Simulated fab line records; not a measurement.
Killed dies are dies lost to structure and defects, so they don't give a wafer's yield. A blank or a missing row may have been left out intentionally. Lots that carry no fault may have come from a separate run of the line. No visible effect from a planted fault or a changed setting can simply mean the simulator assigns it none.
Matching of chambers + flow n5-finfet + pecvd-01 running N5_BEOL_M12_DEP_53: 3 sister chambers
The step deposits SiCN from 3MS/NH3, target thk 30 nm, time 10.5 s. 3 wafers are shown with their chamber, then 8 later ones without.

EACH WAFER AND ITS CHAMBER
| wafer  | chamber | throttle-valve-pct (%) |
|--------|---------|------------------------|
| L086.1 | 1       | 18.8                   |
| L086.2 | 0       | 19.4                   |
| L087.2 | 2       | 17.1                   |

WAFERS WITH NO CHAMBER GIVEN
| wafer  | throttle-valve-pct (%) |
|--------|------------------------|
| L087.4 | 18.9                   |
| L087.6 | 17.0                   |
| L095.1 | 19.6                   |
| L095.2 | 18.8                   |
| L095.3 | 17.0                   |
| L093.1 | 19.6                   |
| L093.2 | 16.9                   |
| L093.6 | 19.5                   |

EACH ONE'S CHAMBER
| wafer  | from the rows above | in truth |
|--------|---------------------|----------|
| L087.4 | 1                   | 1        |
| L087.6 | 2                   | 2        |
| L095.1 | 0                   | 0        |
| L095.2 | 1                   | 1        |
| L095.3 | 2                   | 2        |
| L093.1 | 0                   | 0        |
| L093.2 | 2                   | 2        |
| L093.6 | 0                   | 0        |
Placed correctly: 8 of 8. From these rows, 0 cannot be placed. Number placed wrongly: 0.
How it was worked out, from the rows above alone: a wafer's distance from a chamber is the root of the sum, over the readings, of the square of ((its reading less the chamber's mean) divided by the reading's scatter). If the next closest chamber is less than 2 further off than the closest, the wafer can't be placed; otherwise it belongs to the closest. For every chamber, the mean is computed from those of its wafers that are shown. The scatter: root of mean squared gap, hidden wafer to nearest shown wafer, with one shown wafer a chamber.
